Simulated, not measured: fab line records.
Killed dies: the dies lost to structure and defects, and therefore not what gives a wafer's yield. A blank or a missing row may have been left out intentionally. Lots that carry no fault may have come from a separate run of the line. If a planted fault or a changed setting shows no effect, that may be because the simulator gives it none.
fab line records    flow nandHarc
[record] lots = 6  wafers = 18  lastDay = 32
route steps=1302 shown A_CHANNEL_HOLE_D1@482 A_CHANNEL_FILL_D1@490 END@1302
lots with no fault: from the same line, run without faults
startH: hours from the record's first day to the start of the lot's first wafer shown    waitH: time in hours since the lot's previous step    " repeats the value in the row above    L1.1+2: one row covering several wafers at once    - no value, or no start given    * or withheld: withheld    < > ~ a bound
route shown NAME@n: NAME is a module with steps in the file, n the number in the route of the first one    usual: the fault-free wafers' mean and standard deviation    same: alike in all rows    chamber/n: place in a boat    sites: the reading at each site    _std_site: standard deviation of those values    _edge_site: the outer-site mean with the inner-site mean subtracted    radiusMm: for every site, how far away it sits from the centre of the wafer    mask NAME#n: copy n    behind: the tool/chamber that last shaped the wafer    hold: why the lot was held/for how many hours/how that ended    device: transistor that didn't switch, given as n, p or np    end of line: the route-end tests of the same wafers    a step without rows: its recipe alone    killed: count of dies lost to structure and defects at first sort (not the wafer's yield)    map: a wafer's dies, marking killed ones x, the rest . and places with no die _
set.NAME: the setting that was run; set.NAME@STEP: the one run at that earlier step    model.NAME: the simulator's own value behind a step, which no gauge read
lots at selected steps of the route; one table per step, one row per wafer
services: the hour from which a tool's chamber was out of use, counted from the record's first day as startH (under 0 if before that day), plus the number of hours and why
[[steps]]
[step NHARC_A_CHANNEL_HOLE_D1_STRIP_43]
[recipe] o2FlowSccm = 400  cosFlowSccm = 20  arFlowSccm = 0  biasW = 0  chemistry = O2/COS
[step NHARC_A_CHANNEL_HOLE_D1_ETCH_44]
[recipe] targetDepthA = 1400  overetchA = 140  timeS = 77  ionEnergyEv = 100  cf4FlowSccm = 80  o2FlowSccm = 20  arFlowSccm = 0  rfW = 300  biasW = 100  chemistry = CF4/O2
[step NHARC_A_CHANNEL_HOLE_D1_STRIP_27]
[recipe] o2FlowSccm = 500  arFlowSccm = 0  biasW = 0  chemistry = O2
[usual] drypumpMotorCurrentA = 5.8/0.45  oesProductAu = 1.000/0.0071  rfVppV = 57.8/0.84  showerheadPlenumPTorr = 3.50/0.11  throttleValvePct = 17.036/0.0092
lot.wafer  tool        chamber  startH  waitH  drypumpMotorCurrentA  oesProductAu  rfHoursCounterH  rfVppV  showerheadPlenumPTorr  throttleValvePct
L130.3     rieDiel-08  1        -       -      6.5                   0.994         6                57.9    3.40                   17.039
L130.5     "           0        "       "      5.1                   1.000         -                56.5    3.44                   17.029
L130.6     "           1        "       "      6.5                   0.999         -                58.3    3.40                   17.037
L133.3     rieDiel-08  2        -       -      6.0                   1.007         7                58.5    3.48                   17.042
L133.5     "           1        "       "      6.5                   1.005         -                55.6    3.40                   17.038
L133.6     "           2        "       "      6.0                   0.993         -                57.6    3.48                   17.044
L138.4     rieDiel-09  3        -       -      5.6                   1.006         47               58.7    3.62                   17.048
L138.2     "           1        "       "      6.0                   0.989         47               58.9    3.67                   17.022
L138.1     "           2        "       "      5.2                   0.991         48               59.3    3.44                   17.036
L139.3     rieDiel-08  2        -       -      5.9                   0.997         12               57.3    3.47                   17.022
L139.1     "           3        "       "      5.7                   1.004         12               59.5    3.64                   17.051
L139.6     "           2        "       "      5.9                   1.010         -                57.3    3.47                   17.043
L143.2     rieDiel-03  0        372.19  0.1    6.0                   0.995         29               58.6    3.34                   17.045
L143.1     "           1        "       "      5.7                   1.006         26               57.6    3.38                   17.029
L143.3     "           1        "       "      5.7                   1.001         -                58.2    3.38                   17.031
L144.4     rieDiel-03  0        -       -      6.0                   0.998         31               58.5    3.34                   17.034
L144.2     "           1        "       "      5.7                   1.002         28               57.1    3.38                   17.045
L144.5     "           3        "       "      5.9                   1.018         -                58.2    3.67                   17.038
[step NHARC_A_CHANNEL_HOLE_D1_PRECLEAN_28]
[recipe] timeS = *  tempC = 50  bathAgeMin = 0  chemistry = SC1
[step NHARC_A_CHANNEL_HOLE_D1_SRD_29]
[step NHARC_A_CHANNEL_HOLE_D1_CD_MEAS_30]
[usual] cdNm = 89.7/1.3
lot.wafer  tool      chamber  startH  waitH  cdNm
L130.3     cdSem-02  -        254.02  -      91.7
L130.5     "         -        "       "      90.4
L130.6     "         -        "       "      88.5
L133.3     cdSem-01  -        284.16  -      89.3
L133.5     "         -        "       "      91.0
L133.6     "         -        "       "      90.8
L138.1     cdSem-01  -        323.17  -      91.7
L138.2     "         -        "       "      91.3
L138.4     "         -        "       "      89.0
L139.1     cdSem-03  -        343.18  -      89.2
L139.3     "         -        "       "      89.9
L139.6     "         -        "       "      87.9
L143.1     cdSem-01  -        373.21  -      89.5
L143.2     "         -        "       "      90.1
L143.3     "         -        "       "      88.9
L144.2     cdSem-01  -        384.05  -      89.7
L144.4     "         -        "       "      90.6
L144.5     "         -        "       "      89.3
[step NHARC_A_CHANNEL_HOLE_D1_XSEM_31]
[recipe] landingEnergyEv = 35000
[usual] botCdNm = 74.3/1.5  bowNm = 8.51/0.29  tiltDeg = 0.069/0.03
lot.wafer  tool     chamber  startH  waitH  botCdNm  bowNm  tiltDeg
L130.3     xsem-01  0        254.10  0.1    77.1     8.60   0.062
L130.5     "        0        "       "      75.4     8.59   0.062
L130.6     "        0        "       "      74.5     8.59   0.063
L133.3     xsem-01  0        284.24  0.1    73.4     8.28   0.052
L133.5     "        0        "       "      75.3     8.34   0.050
L133.6     "        0        "       "      75.3     8.31   0.050
L138.1     xsem-02  0        323.27  0.1    75.8     8.76   0.075
L138.2     "        0        "       "      75.9     8.75   0.074
L138.4     "        0        "       "      74.0     8.76   0.075
L139.1     xsem-01  0        343.26  0.1    73.9     8.64   0.032
L139.3     "        0        "       "      75.0     8.61   0.030
L139.6     "        0        "       "      72.9     8.63   0.032
L143.1     xsem-02  0        373.30  0.1    73.0     8.29   0.144
L143.2     "        0        "       "      73.4     8.37   0.146
L143.3     "        0        "       "      72.7     8.37   0.143
L144.2     xsem-02  0        384.14  0.1    74.3     8.59   0.018
L144.4     "        0        "       "      75.9     8.65   0.020
L144.5     "        0        "       "      74.0     8.59   0.021
[step NHARC_A_CHANNEL_HOLE_D1_INSPECT_40]
[usual] rawDefectCount = 69/23
lot.wafer  tool              chamber  startH  waitH  rawDefectCount
L130.3     defectInspect-01  -        254.20  -      33
L130.5     "                 -        "       "      47
L130.6     "                 -        "       "      38
L133.3     defectInspect-02  -        284.33  -      47
L133.5     "                 -        "       "      50
L133.6     "                 -        "       "      47
L138.1     defectInspect-01  -        323.36  -      106
L138.2     "                 -        "       "      116
L138.4     "                 -        "       "      106
L139.1     defectInspect-02  -        343.36  -      54
L139.3     "                 -        "       "      51
L139.6     "                 -        "       "      75
L143.1     defectInspect-01  -        373.40  -      53
L143.2     "                 -        "       "      93
L143.3     "                 -        "       "      57
L144.2     defectInspect-02  -        384.23  -      78
L144.4     "                 -        "       "      66
L144.5     "                 -        "       "      66
[step NHARC_A_CHANNEL_FILL_D1_PRECLEAN_00]
[recipe] timeS = *  tempC = 50  bathAgeMin = 0  chemistry = SC1
[step NHARC_A_CHANNEL_FILL_D1_SRD_01]
[step NHARC_A_CHANNEL_FILL_D1_ALD_02]
[recipe] targetThkA = 60  pulseTimeS = 10  aldCycles = 60  tempC = 300  material = SiO2
[usual] aldCycles = 60/0  heaterPowerW = 456/30  precursorPulseHeightRel = 0.999/0.02
lot.wafer  tool      chamber  startH  waitH  aldCycles  heaterPowerW  precursorPulseHeightRel
L130.3     aldHk-04  1        254.61  -      60         473           1.009
L130.6     "         2        "       "      60         498           0.983
L130.5     "         3        "       "      60         453           0.986
L133.3     aldHk-03  3        284.67  -      60         421           0.983
L133.6     "         1        "       "      60         499           0.991
L133.5     "         2        "       "      60         433           1.005
L138.2     aldHk-02  0        324.01  -      60         446           0.997
L138.1     "         1        "       "      60         446           0.970
L138.4     "         2        "       "      60         476           1.018
L139.3     aldHk-04  1        343.56  -      60         497           0.960
L139.1     "         0        "       "      60         434           1.023
L139.6     "         1        "       "      60         497           0.969
L143.2     aldHk-03  0        373.59  -      60         404           0.989
L143.1     "         2        "       "      60         437           1.006
L143.3     "         3        "       "      60         429           0.994
L144.4     aldHk-02  0        384.57  -      60         446           1.002
L144.2     "         1        "       "      60         410           1.023
L144.5     "         3        "       "      60         462           1.008
[step NHARC_A_CHANNEL_FILL_D1_ALD_03]
[recipe] targetThkA = 60  pulseTimeS = 60  aldCycles = 58  tempC = 630  pressureTorr = 2  material = SiNx
[usual] aldCycles = 58/0  precursorPulseHeightRel = 1.002/0.02
lot.wafer  tool            chamber  startH  waitH  aldCycles  precursorPulseHeightRel
L130.3     aldSinBatch-02  0        -       -      58         1.002
L130.5     "               0        "       "      58         0.965
L130.6     "               0        "       "      58         1.005
L133.3     aldSinBatch-01  0        -       -      58         1.014
L133.5     "               0        "       "      58         0.990
L133.6     "               0        "       "      58         1.014
L138.1     aldSinBatch-02  0        -       -      58         1.012
L138.2     "               0        "       "      58         1.008
L138.4     "               0        "       "      58         1.004
L139.1     aldSinBatch-03  0        -       -      58         0.990
L139.3     "               0        "       "      58         0.990
L139.6     "               0        "       "      58         0.998
L143.1     aldSinBatch-03  0        -       -      58         0.993
L143.2     "               0        "       "      58         0.986
L143.3     "               0        "       "      58         1.008
L144.2     aldSinBatch-03  0        -       -      58         0.991
L144.4     "               0        "       "      58         0.995
L144.5     "               0        "       "      58         1.047
[step NHARC_A_CHANNEL_FILL_D1_ALD_14]
[recipe] targetThkA = 25  pulseTimeS = 10  aldCycles = 25  tempC = 300  material = SiO2
[usual] aldCycles = 25/0  heaterPowerW = 458/31  precursorPulseHeightRel = 1.003/0.02
lot.wafer  tool      chamber  startH  waitH  aldCycles  heaterPowerW  precursorPulseHeightRel
L130.3     aldHk-03  2        261.01  0.1    25         427           0.987
L130.6     "         1        "       "      25         498           1.003
L130.5     "         2        "       "      25         422           1.007
L133.3     aldHk-03  0        291.66  0.2    25         411           0.992
L133.6     "         1        "       "      25         518           0.973
L133.5     "         2        "       "      25         420           0.999
L138.2     aldHk-03  2        331.00  0.0    19         423           0.999
L138.4     "         3        "       "      25         436           1.009
L138.1     "         1        "       "      25         505           1.030
L139.1     aldHk-03  3        350.67  0.1    25         421           0.976
L139.3     "         0        "       "      25         407           0.981
L139.6     "         2        "       "      19         426           1.006
L143.3     aldHk-02  3        380.60  0.0    25         456           0.992
L143.2     "         1        "       "      25         421           0.981
L143.1     "         2        "       "      25         458           0.992
L144.4     aldHk-04  1        391.51  0.1    25         504           0.980
L144.2     "         2        "       "      25         488           0.998
L144.5     "         0        "       "      25         444           0.989
[step NHARC_A_CHANNEL_FILL_D1_ALD_15]
[recipe] targetThkA = 20  pulseTimeS = 60  aldCycles = 19  tempC = 630  pressureTorr = 2  material = SiNx
[usual] aldCycles = 19/0  precursorPulseHeightRel = 0.998/0.021
lot.wafer  tool            chamber  startH  waitH  aldCycles  precursorPulseHeightRel
L130.3     aldSinBatch-01  0        -       -      19         1.016
L130.5     "               0        "       "      19         0.983
L130.6     "               0        "       "      19         1.007
L133.3     aldSinBatch-01  0        -       -      19         1.052
L133.5     "               0        "       "      19         0.993
L133.6     "               0        "       "      19         1.021
L138.1     aldSinBatch-03  0        -       -      19         0.993
L138.2     "               0        "       "      19         0.983
L138.4     "               0        "       "      19         1.021
L139.1     aldSinBatch-02  0        -       -      19         1.039
L139.3     "               0        "       "      19         0.990
L139.6     "               0        "       "      19         0.996
L143.1     aldSinBatch-01  0        -       -      19         0.993
L143.2     "               0        "       "      19         1.008
L143.3     "               0        "       "      19         1.039
L144.2     aldSinBatch-02  0        -       -      19         1.013
L144.4     "               0        "       "      19         1.001
L144.5     "               0        "       "      19         1.032
[step NHARC_END_SORT_01]
[recipe] tempC = 25
[usual] killedAtArray = 57/20  killedAtOther = 1.3/1.4  killedAtPeriphery = 3.4/2.4  killedDies = 61/19  killedOpen = 2.9/1.8  killedShort = 2.5/1.6
[same] grossDies = 677
lot.wafer  tool       chamber  startH  waitH  killedAtArray  killedAtOther  killedAtPeriphery  killedDies  killedOpen  killedShort
L138.1     prober-01  0        705.14  2.4    62             0              0                  62          1           0
L138.2     prober-01  0        705.95  2.8    59             1              4                  64          0           3
L138.4     prober-01  0        707.58  3.4    54             0              2                  56          3           1
// killed by level:class
L138.1 A_CHANNEL_HOLE_D1:chamberFilmFlake=39 A_CHANNEL_HOLE_D2:chamberFilmFlake=15 A_STAIRCASE:chamberFilmFlake=3 A_DECK1_JOINT:chamberFilmFlake=2 A_SLIT:chamberFilmFlake=2 A_SGD_CUT:geometricParticle:open=1
L138.2 A_CHANNEL_HOLE_D1:chamberFilmFlake=27 A_CHANNEL_HOLE_D2:chamberFilmFlake=22 A_STAIRCASE:chamberFilmFlake=3 P_M0:chamberFilmFlake=2 A_SLIT:chamberFilmFlake=2 A_CHANNEL_FILL_D1:geometricParticle:short=1 A_STAIRCASE:geometricParticle:short=1 P_STI:chamberFilmFlake=1
L138.4 A_CHANNEL_HOLE_D1:chamberFilmFlake=24 A_CHANNEL_HOLE_D2:chamberFilmFlake=19 A_CHANNEL_FILL_D1:geometricParticle:open=2 P_GATE:chamberFilmFlake=2 A_STAIRCASE:chamberFilmFlake=2 A_SLIT:chamberFilmFlake=2 A_ONON_D1:geometricParticle:short=1 A_BLC:geometricParticle:open=1
[[services]]
tool            chamber  startH  hours  kind
rieDiel-09      -        246.98  0.6    repair
rieDiel-03      3        255.45  1.2    repair
aldSinBatch-02  -        266.00  26.0   pm
rieDiel-09      2        267.48  1.5    repair
rieDiel-09      -        271.26  0.3    repair
rieDiel-08      0        276.23  10.9   repair
aldHk-02        -        279.26  3.3    repair
rieDiel-03      -        282.37  9.0    pm
rieDiel-03      -        292.59  0.1    repair
rieDiel-09      3        302.68  8.3    repair
rieDiel-09      -        325.77  9.0    pm
aldHk-02        -        328.99  1.2    repair
rieDiel-08      2        346.67  1.5    repair
aldHk-02        -        351.00  10.0   pm
aldSinBatch-01  -        352.76  2.0    repair
rieDiel-09      1        355.22  3.2    repair
rieDiel-08      -        367.80  9.0    pm
rieDiel-03      2        369.93  12.0   repair
rieDiel-03      3        370.39  2.1    repair
xsem-01         -        374.00  14.0   pm
rieDiel-09      -        387.69  0.7    repair
aldHk-03        -        390.00  10.0   pm
aldHk-03        0        390.00  10.0   ventCycle
aldHk-03        1        390.00  10.0   ventCycle
[[key]]
[firstSign] step = NHARC_A_CHANNEL_FILL_D1_ALD_14  reading = aldCycles  direction = down  sigmas = 99+  usual = 25  struck = 19
effect none on later readings
metAt NHARC_A_CHANNEL_FILL_D1_ALD_14
struckWafers L138.2,L139.6
testerLeftOut L138,L139
onsetBetween 291.66 331.00
[fault] kind = processParameterDrift  tool = aldHk-03  chamber = 2  onsetH = 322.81  steps = NHARC_A_CHANNEL_FILL_D1_ALD_14  channel = aldCycles  offset = -6  shape = step  endH = 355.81  actsIn = theseRecipesOnly  stated = 25
// testerLeftOut: of these lots the tester's yield and bins aren't shown, on N5 and GAA mostly nor the transistor test; their killed dies are dies lost to structure and defects alone, not to doping, threshold or leakage, so they don't give the yield
